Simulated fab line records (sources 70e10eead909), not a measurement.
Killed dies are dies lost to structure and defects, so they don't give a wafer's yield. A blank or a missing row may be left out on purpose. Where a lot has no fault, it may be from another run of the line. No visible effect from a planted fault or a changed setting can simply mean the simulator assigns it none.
One fault through the eyes of 2 desks / flow nandHarc / each desk has only its own numbers; what lay behind them comes last

== THE DEFECT DESK ==
Per lot, the means of the sampled wafers with a number show what the inspections along the route counted. Any lot whose mean is over 4 standard deviations away from the usual mean is out of limits and marked OUT; that distance is given in the brackets.
Columns: A = rawDefectCount at NHARC_A_ONON_D1_INSPECT_32, usual 75
lot=L665; first seen here=day 8 08:04; A=105
lot=L666; first seen here=day 8 08:04; A=68
lot=L664; first seen here=day 8 08:04; A=47
lot=L669; first seen here=day 8 22:34; A=51
lot=L667; first seen here=day 8 22:37; A=61
lot=L672; first seen here=day 9 17:21; A=51
lot=L671; first seen here=day 9 17:22; A=96
lot=L677; first seen here=day 11 09:57; A=78
lot=L678; first seen here=day 11 10:12; A=48
lot=L680; first seen here=day 12 06:41; A=64
lot=L684; first seen here=day 12 15:20; A=74
lot=L682; first seen here=day 12 15:22; A=60
lot=L685; first seen here=day 13 07:45; A=55
lot=L686; first seen here=day 13 17:14; A=76
lot=L687; first seen here=day 13 17:19; A=50
Finding of this desk: none of the 15 lots has anything out of limits.

== THE METROLOGY DESK ==
Lot by lot, what the gauges showed, no matter which tool ran the lot: averages of those sampled wafers that carry a number. Any lot whose mean is over 4 standard deviations away from the usual mean is out of limits and marked OUT; that distance is given in the brackets.
Columns: A = thkNm at NHARC_A_SOURCE_PLATE_THK_MEAS_09, usual 9.8 nm; B = thkNm at NHARC_A_ONON_D1_THK_MEAS_05, usual 1001 nm; C = thkNm at NHARC_A_ONON_D1_THK_MEAS_27, usual 1000 nm
lot=L664; first seen here=day 7 06:11; A=9.9; B=1011; C=1016
lot=L665; first seen here=day 7 06:11; A=9.8; B=992; C=998
lot=L666; first seen here=day 7 06:11; A=8.9; B=1002; C=997
lot=L667; first seen here=day 7 20:49; A=9.1; B=990; C=1020
lot=L669; first seen here=day 7 20:50; A=10.4; B=996; C=987
lot=L671; first seen here=day 8 16:14; A=11.2; B=988; C=997
lot=L672; first seen here=day 8 16:14; A=9.4; B=1021; C=1003
lot=L677; first seen here=day 10 03:56; A=9.2; B=1026; C=696 (-38) OUT
lot=L678; first seen here=day 10 03:58; A=10.0; B=1006; C=692 (-38) OUT
lot=L680; first seen here=day 11 04:26; A=9.9; B=986; C=796 (-25) OUT
lot=L682; first seen here=day 11 12:40; A=10.5; B=998; C=1007
lot=L684; first seen here=day 11 12:41; A=9.9; B=991; C=1000
lot=L685; first seen here=day 12 05:40; A=9.4; B=1006; C=996
lot=L687; first seen here=day 12 15:17; A=10.0; B=1017; C=995
lot=L686; first seen here=day 12 15:17; A=9.2; B=998; C=997
Finding of this desk: L677, L678, L680 out of limits; the first was L677 at day 11 08:31, on thkNm at NHARC_A_ONON_D1_THK_MEAS_27. L664, L665, L666, L667, L669, L671, L672, L682, L684, L685, L687, L686: within limits.

== PUT TOGETHER ==
An alarm was possible from the metrology desk at day 11 08:31, on L677, L678, L680.
No out-of-limits result turned up at the defect desk.
The defect desk has L677, L678, L680 on record, within its limits.
Every lot named ran NHARC_A_ONON_D1_DEP_25 on pecvdOnon-02.

== WHAT THE SIMULATOR HAD INSERTED ==
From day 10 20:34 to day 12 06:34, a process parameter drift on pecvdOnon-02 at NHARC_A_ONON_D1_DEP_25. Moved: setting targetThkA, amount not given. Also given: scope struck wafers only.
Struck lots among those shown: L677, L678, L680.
Per desk, hours elapsed from the start of the fault to the first reading out of limits: for the metrology desk, 12.
